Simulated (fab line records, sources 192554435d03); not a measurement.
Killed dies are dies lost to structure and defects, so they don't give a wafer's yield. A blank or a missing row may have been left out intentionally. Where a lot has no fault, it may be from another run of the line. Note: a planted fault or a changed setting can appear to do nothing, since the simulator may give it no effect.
fab line records | flow n5_finfet
[record] lots = 7 wafers = 21 last_day = 16
route steps=1938 shown BEOL_M10@1475
lots that met no fault: taken from a fault-free run of the same line
start_h: hours from the record's first day to the start of the lot's first wafer shown | wait_h: hours from the lot's prior step to this one | " unchanged from the row above | L1.1+2: a single row standing in for several wafers | - no value, or no start given | * or withheld: withheld | < > ~ a bound
route shown NAME@n: a module of which the file shows steps, and the number in the route of the first | usual: mean/standard deviation of fault-free wafers | same: alike in all rows | chamber/n: place in a boat | sites: readings site by site | _std_site: standard deviation across them | _edge_site: inner sites' mean taken away from outer sites' mean | radius_mm: for every site, how far away it sits from the centre of the wafer | mask NAME#n: copy n | behind: the tool/chamber that last shaped the wafer | hold: the reason the lot was held/the length of the hold in hours/how it ended | device: transistor that didn't switch, given as n, p or np | end of line: the tests these same wafers got at the end of their route | a step given without rows: its recipe and nothing more | killed: the dies lost at the first sort to structure and to defects; this is not the yield of the wafer | map: shows each die of a wafer: x if killed, . if not, _ if none is there
set.NAME: setting as actually run; set.NAME@STEP: the setting as run at that earlier step | model.NAME: the simulator's own value behind a step, which no gauge read
lots at some steps of the route; a table a step, a row a wafer
services: the hour from which a tool's chamber was out of use, counted from the record's first day as start_h (under 0 if before that day), plus the number of hours and why
[[steps]]
[step N5_BEOL_M10_COAT_59]
[recipe] resist = SOC temp_c = 250 time_s = 60 spin_rpm = 1500 resist_thk_nm = 100
[step N5_BEOL_M10_COAT_60]
[recipe] resist = SiARC temp_c = 220 time_s = 60 spin_rpm = 1500 resist_thk_nm = 30
[step N5_BEOL_M10_COAT_05]
[recipe] resist = CAR-ArF spin_rpm = 1500 resist_thk_nm = 90
[step N5_BEOL_M10_EBR_07]
[recipe] solvent = PGMEA ebr_width_mm = 1.5
[step N5_BEOL_M10_SOFTBAKE_06]
[recipe] temp_c = 110 time_s = 60 resist = CAR-ArF
[step N5_BEOL_M10_EXPOSE_08]
[recipe] mask_id = M10 na = 1.35 source_shape = dipole sigma_inner = 0.411 sigma_outer = 0.611 polarization = te dose_mj = 53.75
[step N5_BEOL_M10_PEB_09]
[recipe] peb_temp_c = withheld peb_time_s = 60 resist = CAR-ArF
[step N5_BEOL_M10_DEVELOP_10]
[recipe] develop_time_s = 30 developer = TMAH resist = CAR-ArF rinse_liquid = diw dry = air_spin dev_temp_c = 23
[step N5_BEOL_M10_CD_MEAS_11]
[recipe] target_cd_nm = 64.1 landing_energy_ev = 500 detector = se_inlens polarity = opening
[usual] cd_nm = 63.8/0.55
// columns lot.wafer tool chamber start_h wait_h cd_nm
L710.1 cd_sem-02 0 252.93 - 63.7
L710.2 " 0 " " 64.2
L710.6 " 0 " " 64.6
L708.3 cd_sem-01 0 257.55 - 63.4
L708.4 " 0 " " 64.0
L708.6 " 0 " " 63.7
L715.2 cd_sem-01 0 295.13 - 63.4
L715.3 " 0 " " 63.4
L715.5 " 0 " " 63.0
L716.2 cd_sem-01 0 302.33 - 64.1
L716.4 " 0 " " 64.1
L716.6 " 0 " " 63.1
L718.2 cd_sem-02 0 305.91 - 64.1
L718.5 " 0 " " 63.7
L718.6 " 0 " " 63.7
L720.3 cd_sem-01 0 327.87 - 64.5
L720.4 " 0 " " 63.6
L720.6 " 0 " " 63.7
L722.1 cd_sem-02 0 331.49 - 63.7
L722.5 " 0 " " 63.6
L722.6 " 0 " " 63.8
[step N5_BEOL_M10_OVL_MEAS_12]
[recipe] points_per_wafer = 44
[usual] M10_OVL = -0.3/0.78
// columns lot.wafer tool chamber start_h wait_h M10_OVL[nm]
L710.1 overlay-02 0 252.96 0.0 -1.1
L710.2 " 0 " " -1.5
L710.6 " 0 " " -0.8
L708.3 overlay-01 0 257.58 0.0 2.0
L708.4 " 0 " " 1.1
L708.6 " 0 " " 1.1
L715.2 overlay-02 0 295.16 0.0 -0.1
L715.3 " 0 " " -0.1
L715.5 " 0 " " 0.6
L716.2 overlay-01 0 302.36 0.0 -1.4
L716.4 " 0 " " -0.8
L716.6 " 0 " " -0.4
L718.2 overlay-01 0 305.94 0.0 -0.8
L718.5 " 0 " " 0.9
L718.6 " 0 " " 0.5
L720.3 overlay-02 0 327.90 0.0 -0.1
L720.4 " 0 " " 0.4
L720.6 " 0 " " 0.5
L722.1 overlay-01 0 331.52 0.0 0.6
L722.5 " 0 " " -0.2
L722.6 " 0 " " 0.8
[step N5_BEOL_M10_INSPECT_13]
[recipe] mode = adi inspect_instrument = brightfield
[usual] raw_defect_count = 417/110
// columns lot.wafer tool chamber start_h wait_h raw_defect_count
L710.1 defect_inspect-01 - 252.99 0.0 647
L710.2 " - " " 515
L710.6 " - " " 551
L708.3 defect_inspect-02 - 257.61 0.0 528
L708.4 " - " " 573
L708.6 " - " " 515
L715.2 defect_inspect-02 - 295.18 0.0 371
L715.3 " - " " 506
L715.5 " - " " 411
L716.2 defect_inspect-01 - 302.39 0.0 465
L716.4 " - " " 416
L716.6 " - " " 387
L718.2 defect_inspect-02 - 305.97 0.0 438
L718.5 " - " " 535
L718.6 " - " " 412
L720.3 defect_inspect-02 - 327.92 0.0 475
L720.4 " - " " 390
L720.6 " - " " 362
L722.1 defect_inspect-02 - 331.54 0.0 412
L722.5 " - " " 260
L722.6 " - " " 397
[step N5_BEOL_M10_DESCUM_16]
[recipe] chemistry = O2 time_s = 7.9 source_power_w = 50 bias_power_w = 20 pressure_mtorr = 20 rf_frequency_hz = 2.712e+07 temp_c = 40 resist = CAR-ArF o2_flow_sccm = 225
[usual] drypump_motor_current_A = 5.9/0.5 oes_product_au = 0.83/0.095 rf_vpp_V = 243.6/1.4 showerhead_plenum_p_Torr = 2.13/0.074 throttle_valve_pct = 20.34/0.19
[same] time_s = 7.9
// columns lot.wafer tool chamber start_h wait_h drypump_motor_current_A oes_product_au rf_hours_counter_h rf_vpp_V showerhead_plenum_p_Torr throttle_valve_pct
L710.1 rie_diel-03 0 253.09 0.1 5.6 0.71 217 242.8 2.06 20.27
L710.2 " 2 " " 5.4 0.77 127 242.9 2.09 20.24
L710.6 " 1 " " 5.3 0.81 - 242.7 2.11 20.24
L708.3 rie_diel-03 1 257.64 0.0 5.3 0.81 100 241.9 2.11 20.25
L708.4 " 0 " " 5.6 0.71 219 242.2 2.06 20.25
L708.6 " 3 " " 5.6 0.91 - 243.8 2.23 20.30
L715.2 rie_diel-02 2 295.22 0.0 5.2 0.96 10 243.8 2.16 20.52
L715.3 " 0 " " 5.3 0.69 248 242.1 1.99 20.50
L715.5 " 2 " " 5.2 0.97 - 244.1 2.16 20.50
L716.2 rie_diel-03 0 302.42 0.0 5.6 0.69 231 242.8 2.05 20.29
L716.4 " 2 " " 5.4 0.76 143 243.5 2.09 20.27
L716.6 " 2 " " 5.4 0.76 - 243.6 2.09 20.26
L718.2 rie_diel-03 3 306.00 0.0 5.7 0.88 40 244.6 2.22 20.31
L718.5 " 1 " " 5.3 0.79 - 242.8 2.11 20.26
L718.6 " 0 " " 5.6 0.70 - 242.8 2.05 20.32
L720.3 rie_diel-04 0 327.95 0.0 6.7 0.84 54 246.7 2.22 20.54
L720.4 " 1 " " 6.3 0.88 45 241.7 2.05 20.21
L720.6 " 0 " " 6.7 0.85 - 245.9 2.22 20.52
L722.1 rie_diel-04 2 331.58 0.0 5.6 0.90 28 244.2 2.21 20.19
L722.5 " 1 " " 6.3 0.87 - 242.0 2.05 20.19
L722.6 " 2 " " 5.6 0.91 - 244.7 2.21 20.19
[step N5_BEOL_M10_ETCH_61]
[recipe] chemistry = CF4 target = SiARC target_depth_a = 390 mask_material = CAR-ArF time_s = 65 ion_energy_ev = 80 pressure_mtorr = 40 source_w = 545 bias_w = 36 Ar_flow_sccm = 100 cf4_flow_sccm = 100 ends = cleared
[usual] bias_w = 36.00/0.11 cf4_flow_sccm = 100.00/0.3 drypump_motor_current_A = 5.9/0.5 etch_rf_on_time_s = 65.1/1.7 oes_product_au = 0.70/0.079 rf_vpp_V = 184.4/1.2 showerhead_plenum_p_Torr = 2.17/0.073 throttle_valve_pct = 15.50/0.19
// columns lot.wafer tool chamber start_h wait_h bias_w cf4_flow_sccm drypump_motor_current_A etch_rf_on_time_s oes_product_au rf_hours_counter_h rf_vpp_V showerhead_plenum_p_Torr throttle_valve_pct model.CAR-ArF_of_BEOL_M10_COAT_05.thk_nm
L710.1 rie_diel-03 0 253.12 0.0 35.96 99.44 5.6 63.9 0.61 217 184.7 2.12 15.56 55
L710.2 " 2 " " 35.90 99.50 5.4 64.8 0.66 127 183.7 2.14 15.44 55
L710.6 " 1 " " 36.00 99.92 5.3 66.3 0.68 - 184.2 2.16 15.40 55
L708.3 rie_diel-03 1 257.67 0.0 35.75 99.67 5.3 65.5 0.69 100 185.5 2.16 15.41 55.2
L708.4 " 0 " " 36.02 100.10 5.6 62.8 0.62 219 183.5 2.12 15.56 55.2
L708.6 " 3 " " 36.00 100.24 5.7 63.7 0.78 - 184.2 2.27 15.43 55.2
L715.2 rie_diel-02 2 295.25 0.0 - - - - - - - - - 83
L715.3 " 0 " " - - - - - - - - - 83.2
L715.5 " 2 " " - - - - - - - - - 83.2
L716.2 rie_diel-03 0 302.46 0.0 - - - - - - - - - 83.6
L716.4 " 2 " " - - - - - - - - - 83.8
L716.6 " 2 " " - - - - - - - - - 83.6
L718.2 rie_diel-03 3 306.04 0.0 - - - - - - - - - 83.2
L718.5 " 1 " " - - - - - - - - - 83.4
L718.6 " 0 " " - - - - - - - - - 83.6
L720.3 rie_diel-04 0 327.99 0.0 36.05 99.63 6.7 64.5 0.72 54 184.6 2.26 15.58 55.6
L720.4 " 1 " " 36.00 100.76 6.3 61.8 0.77 45 182.9 2.09 15.25 55.2
L720.6 " 0 " " 35.91 99.82 6.7 64.3 0.72 - 185.1 2.26 15.59 55.6
L722.1 rie_diel-04 2 331.61 0.0 35.92 99.96 5.6 67.2 0.75 28 186.7 2.26 15.39 55.8
L722.5 " 1 " " 36.19 99.75 6.3 62.2 0.76 - 183.3 2.08 15.24 56
L722.6 " 2 " " 35.98 99.75 5.6 67.4 0.75 - 185.0 2.26 15.39 56
[step N5_BEOL_M10_ETCH_62]
[recipe] chemistry = N2/H2 target = SOC target_depth_a = 1100 overetch_a = 220 mask_material = SiARC temp_c = 40 time_s = 165 ion_energy_ev = 200 pressure_mtorr = 30 source_w = 840 bias_w = 150 n2_flow_sccm = 200 h2_flow_sccm = 200
[usual] bias_w = 150.0/0.47 chamber_pressure_mTorr = 30.001/0.028 drypump_motor_current_A = 5.9/0.5 oes_product_au = 0.70/0.079 rf_vpp_V = 524.9/2.7 showerhead_plenum_p_Torr = 2.58/0.096 throttle_valve_pct = 17.73/0.24
[same] time_s = 165
// columns lot.wafer tool chamber start_h wait_h bias_w chamber_pressure_mTorr drypump_motor_current_A oes_product_au rf_hours_counter_h rf_vpp_V showerhead_plenum_p_Torr throttle_valve_pct
L710.1 rie_diel-03 0 253.17 0.0 150.7 30.015 5.6 0.61 217 522.2 2.53 17.98
L710.2 " 2 " " 150.1 30.031 5.4 0.66 127 524.2 2.53 17.57
L710.6 " 1 " " 150.1 29.985 5.3 0.69 - 524.5 2.57 17.59
L708.3 rie_diel-03 1 257.72 0.0 150.5 29.971 5.3 0.68 100 524.6 2.57 17.57
L708.4 " 0 " " 149.9 30.011 5.6 0.60 219 524.4 2.53 17.98
L708.6 " 3 " " 150.9 30.000 5.7 0.77 - 528.4 2.69 17.60
L715.2 rie_diel-02 2 295.30 0.0 150.9 30.020 5.3 0.35 10 527.0 2.63 17.94
L715.3 " 0 " " 149.5 30.004 5.3 0.25 248 520.2 2.38 17.59
L715.5 " 2 " " 150.6 30.009 5.2 0.36 - 524.5 2.63 17.94
L716.2 rie_diel-03 0 302.51 0.0 150.2 29.960 5.6 0.26 231 522.7 2.52 17.93
L716.4 " 2 " " 149.6 30.017 5.5 0.29 143 523.4 2.53 17.57
L716.6 " 2 " " 150.1 29.963 5.4 0.29 - 524.5 2.53 17.54
L718.2 rie_diel-03 3 306.09 0.0 150.2 30.000 5.7 0.33 40 528.2 2.68 17.57
L718.5 " 1 " " 149.3 30.067 5.3 0.30 - 525.5 2.56 17.56
L718.6 " 0 " " 150.0 29.985 5.6 0.26 - 524.0 2.52 17.94
L720.3 rie_diel-04 0 328.04 0.0 150.2 30.069 6.7 0.70 54 529.8 2.71 17.92
L720.4 " 1 " " 150.1 30.011 6.3 0.74 45 522.6 2.48 17.44
L720.6 " 0 " " 149.4 30.017 6.7 0.70 - 527.5 2.71 17.90
L722.1 rie_diel-04 2 331.66 0.0 150.1 29.971 5.6 0.76 28 529.0 2.71 17.61
L722.5 " 1 " " 150.1 29.984 6.3 0.74 - 522.5 2.48 17.45
L722.6 " 2 " " 150.9 30.058 5.6 0.76 - 528.0 2.71 17.60
[step N5_BEOL_M10_STRIP_68]
[recipe] chemistry = N2/H2 temp_c = 40 n2_flow_sccm = 200 h2_flow_sccm = 200 rf_frequency_hz = 6e+07
[step N5_BEOL_M10_STRIP_67]
[recipe] chemistry = CF4 resist = SiARC power_w = 300 bias_power_w = 75 pressure_mtorr = 50 cf4_flow_sccm = 150 rf_frequency_hz = 6e+07
[usual] drypump_motor_current_A = 5.9/0.5 oes_product_au = 0.82/0.093 rf_vpp_V = 271.6/1.5 showerhead_plenum_p_Torr = 1.82/0.059 throttle_valve_pct = 13.46/0.19
// columns lot.wafer tool chamber start_h wait_h drypump_motor_current_A oes_product_au rf_hours_counter_h rf_vpp_V showerhead_plenum_p_Torr throttle_valve_pct
L710.1 rie_diel-03 0 253.32 0.0 5.6 0.71 217 270.9 1.78 13.58
L710.2 " 2 " " 5.5 0.78 127 271.1 1.79 13.41
L710.6 " 1 " " 5.3 0.80 - 271.9 1.82 13.43
L708.3 rie_diel-03 1 257.87 0.0 5.3 0.80 100 270.5 1.82 13.44
L708.4 " 0 " " 5.6 0.71 219 270.0 1.78 13.59
L708.6 " 3 " " 5.7 0.91 - 273.5 1.89 13.37
L715.2 rie_diel-02 2 295.45 0.0 5.3 0.96 10 272.9 1.83 13.44
L715.3 " 0 " " 5.3 0.68 248 269.4 1.71 13.68
L715.5 " 2 " " 5.2 0.96 - 272.5 1.83 13.42
L716.2 rie_diel-03 0 302.65 0.0 5.6 0.70 231 270.5 1.77 13.60
L716.4 " 2 " " 5.4 0.75 143 271.9 1.79 13.45
L716.6 " 2 " " 5.4 0.75 - 269.6 1.79 13.44
L718.2 rie_diel-03 3 306.23 0.0 5.7 0.88 40 273.6 1.89 13.40
L718.5 " 1 " " 5.2 0.79 - 272.2 1.82 13.47
L718.6 " 0 " " 5.6 0.71 - 272.5 1.77 13.60
L720.3 rie_diel-04 0 328.18 0.0 6.7 0.83 54 273.4 1.89 13.54
L720.4 " 1 " " 6.3 0.87 45 269.5 1.75 13.22
L720.6 " 0 " " 6.7 0.83 - 272.8 1.89 13.53
L722.1 rie_diel-04 2 331.81 0.0 5.6 0.89 28 274.4 1.90 13.36
L722.5 " 1 " " 6.3 0.86 - 270.4 1.75 13.23
L722.6 " 2 " " 5.6 0.91 - 274.1 1.90 13.38
[step N5_BEOL_M10_HM_OPEN_17]
[recipe] chemistry = Cl2/BCl3 target_depth_a = 200 overetch_a = 60 target = TiN mask_material = SOC ion_energy_ev = 150 pressure_mtorr = 10 icp_w = 1000 bias_w = 126 Cl2_flow_sccm = 53.25 bcl3_flow_sccm = 21.75 Ar_flow_sccm = 25
[usual] drypump_motor_current_A = 5.8/0.43 oes_ar_750_au = 0.78/0.12 oes_product_au = 0.67/0.1 throttle_valve_pct = 22.17/0.29
// columns lot.wafer tool chamber start_h wait_h drypump_motor_current_A oes_ar_750_au oes_product_au rf_hours_counter_h throttle_valve_pct
L710.1 rie_metal-02 1 253.36 0.0 6.4 0.61 0.53 115 21.96
L710.2 " 0 " " 6.3 0.86 0.73 15 22.24
L710.6 " 0 " " 6.3 0.86 0.74 - 22.23
L708.3 rie_metal-03 1 257.94 0.1 5.5 0.70 0.64 - 22.68
L708.4 " 0 " " 5.6 0.67 0.55 - 22.31
L708.6 " 0 " " 5.6 0.67 0.55 - 22.32
L715.2 rie_metal-01 1 295.49 0.0 5.4 0.70 0.26 85 22.66
L715.3 " 1 " " 5.4 0.69 0.26 - 22.67
L715.5 " 0 " " 5.5 0.93 0.36 - 22.55
L716.2 rie_metal-02 0 302.72 0.1 6.3 0.84 0.32 - 22.90
L716.4 " 0 " " 6.3 0.84 0.32 - 22.90
L716.6 " 0 " " 6.4 0.84 0.31 - 22.90
L718.2 rie_metal-01 0 306.40 0.2 5.6 0.93 0.36 7 22.58
L718.5 " 1 " " 5.4 0.69 0.26 - 22.68
L718.6 " 0 " " 5.6 0.92 0.35 - 22.54
L720.3 rie_metal-02 0 328.25 0.1 6.4 0.83 0.72 - 22.22
L720.4 " 1 " " 6.4 0.96 0.83 - 21.71
L720.6 " 1 " " 6.4 0.95 0.83 - 21.68
L722.1 rie_metal-03 1 331.85 0.0 5.5 0.70 0.63 66 22.70
L722.5 " 1 " " 5.4 0.70 0.63 - 22.68
L722.6 " 0 " " 5.5 1.01 0.82 - 22.09
[step N5_BEOL_M10_STRIP_19]
[recipe] chemistry = O2 power_w = 400 temp_c = 40 pressure_mtorr = 30 rf_frequency_hz = 6e+07 bias_power_w = 0 overash_fraction = 0.2 o2_flow_sccm = 225
[usual] drypump_motor_current_A = 5.7/0.44 oes_product_au = 0.79/0.1 rf_vpp_V = 3.7/0.54 showerhead_plenum_p_Torr = 2.11/0.068 throttle_valve_pct = 16.59/0.19
[same] overash_fraction = 0.2
// columns lot.wafer tool chamber start_h wait_h drypump_motor_current_A oes_product_au rf_hours_counter_h rf_vpp_V showerhead_plenum_p_Torr throttle_valve_pct
L710.1 rie_diel-02 3 253.47 0.1 5.6 0.71 200 3.3 2.08 16.71
L710.2 " 1 " " 6.2 0.69 241 2.2 2.14 16.66
L710.6 " 3 " " 5.6 0.71 - 3.3 2.08 16.73
L708.3 rie_diel-02 1 258.05 0.1 6.2 0.70 243 3.1 2.14 16.65
L708.4 " 3 " " 5.6 0.72 - 3.7 2.08 16.71
L708.6 " 0 " " 5.3 0.69 - 3.2 2.00 16.72
L715.2 rie_diel-02 2 295.63 0.1 5.2 0.96 10 4.2 2.16 16.68
L715.3 " 1 " " 6.2 0.98 3 4.6 2.14 16.20
L715.5 " 1 " " 6.2 0.97 - 4.7 2.14 16.19
L716.2 rie_diel-02 2 302.89 0.1 5.2 0.97 13 3.8 2.16 16.68
L716.4 " 3 " " 5.6 0.69 - 3.3 2.07 16.77
L716.6 " 2 " " 5.2 0.95 - 4.1 2.16 16.70
L718.2 rie_diel-03 2 306.51 0.1 5.4 0.75 145 4.4 2.09 16.52
L718.5 " 2 " " 5.4 0.75 - 5.3 2.09 16.53
L718.6 " 1 " " 5.3 0.79 - 2.9 2.11 16.53
L720.3 rie_diel-03 1 328.34 0.1 5.3 0.80 123 4.2 2.11 16.51
L720.4 " 0 " " 5.6 0.69 239 4.4 2.05 16.61
L720.6 " 1 " " 5.3 0.79 - 3.3 2.11 16.54
L722.1 rie_diel-04 2 331.99 0.1 5.6 0.90 28 4.6 2.22 16.44
L722.5 " 2 " " 5.6 0.91 - 4.5 2.22 16.41
L722.6 " 1 " " 6.3 0.88 - 3.6 2.05 16.42
[step N5_BEOL_M10_CD_MEAS_18]
[recipe] pitch_nm = 140 target_cd_nm = 70
[usual] cd_nm = 69.7/0.66
// columns lot.wafer tool chamber start_h wait_h cd_nm
L710.1 cd_sem-01 - 253.54 0.0 69.9
L710.2 " - " " 69.6
L710.6 " - " " 69.8
L708.3 cd_sem-03 - 258.13 0.1 69.0
L708.4 " - " " 69.7
L708.6 " - " " 69.7
L715.2 cd_sem-01 - 295.70 0.1 -
L715.3 " - " " -
L715.5 " - " " -
L716.2 cd_sem-02 - 302.97 0.1 -
L716.4 " - " " -
L716.6 " - " " -
L718.2 cd_sem-01 - 306.58 0.1 -
L718.5 " - " " -
L718.6 " - " " -
L720.3 cd_sem-02 - 328.41 0.1 70.4
L720.4 " - " " 69.5
L720.6 " - " " 69.5
L722.1 cd_sem-03 - 332.06 0.0 69.3
L722.5 " - " " 69.9
L722.6 " - " " 69.5
[step N5_BEOL_M10_COAT_63]
[recipe] resist = SOC temp_c = 250 time_s = 60 spin_rpm = 1500 resist_thk_nm = 100
[[services]]
// columns tool chamber start_h hours kind
rie_diel-04 2 235.93 - clean
rie_diel-04 2 235.93 - consumable_replace:focus_ring
rie_diel-04 2 235.93 - consumable_replace:showerhead
rie_diel-04 2 235.93 16.8 scheduled_down
rie_diel-04 2 235.93 16.8 vent_cycle
rie_diel-02 2 241.92 - clean
rie_diel-02 2 241.92 - consumable_replace:focus_ring
rie_diel-02 2 241.92 31.1 scheduled_down
rie_diel-02 2 241.92 31.1 vent_cycle
rie_metal-03 - 242.81 14.6 pm
rie_metal-03 - 258.06 1.4 pm
rie_diel-03 0 259.75 6.6 repair
rie_diel-02 0 261.10 2.4 repair
rie_diel-02 1 273.09 - clean
rie_diel-02 1 273.09 - consumable_replace:focus_ring
rie_diel-02 1 273.09 16.4 scheduled_down
rie_diel-02 1 273.09 16.4 vent_cycle
rie_diel-02 0 299.92 - clean
rie_diel-02 0 299.92 - consumable_replace:focus_ring
rie_diel-02 0 299.92 - consumable_replace:showerhead
rie_diel-02 0 299.92 20.6 scheduled_down
rie_diel-02 0 299.92 20.6 vent_cycle
rie_diel-03 0 310.73 1.4 repair
rie_diel-03 2 316.71 5.3 repair
[[key]]
[first_sign] step = N5_BEOL_M10_ETCH_61 reading = tool_record direction = missing
[effect] step = N5_BEOL_M10_ETCH_62 reading = oes_product_au direction = down sigmas = 5.1 usual = 0.70 struck = 0.30
[effect] step = N5_BEOL_M10_HM_OPEN_17 reading = oes_product_au direction = down sigmas = 3.5 usual = 0.67 struck = 0.31
[effect] step = N5_BEOL_M10_CD_MEAS_18 reading = cd_nm direction = missing
[model_effect] step = N5_BEOL_M10_ETCH_61 value = CAR-ArF_of_BEOL_M10_COAT_05.thk_nm without = 55.4 struck = 83.4
met_at N5_BEOL_M10_ETCH_61
struck_wafers L715.2,L715.3,L715.5,L716.2,L716.4,L716.6,L718.2,L718.5,L718.6
later_rows_left_out L715.2,L715.3,L715.5,L716.2,L716.4,L716.6,L718.2,L718.5,L718.6
sort_left_out L715.2,L715.3,L715.5,L716.2,L716.4,L716.6,L718.2,L718.5,L718.6
onset_between 257.67 295.25
[fault] kind = skipped_step_whole tool = rie_diel-02,rie_diel-03 chamber = - onset_h = 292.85 steps = N5_BEOL_M10_ETCH_61 scope = struck_lots_only
// sort_left_out: the simulated sort isn't trusted on such a fault, so these wafers' sort isn't shown, and their yield isn't known
// later_rows_left_out: the simulator's readings of these wafers behind a module that went badly wrong aren't trusted and aren't shown, but for the sort
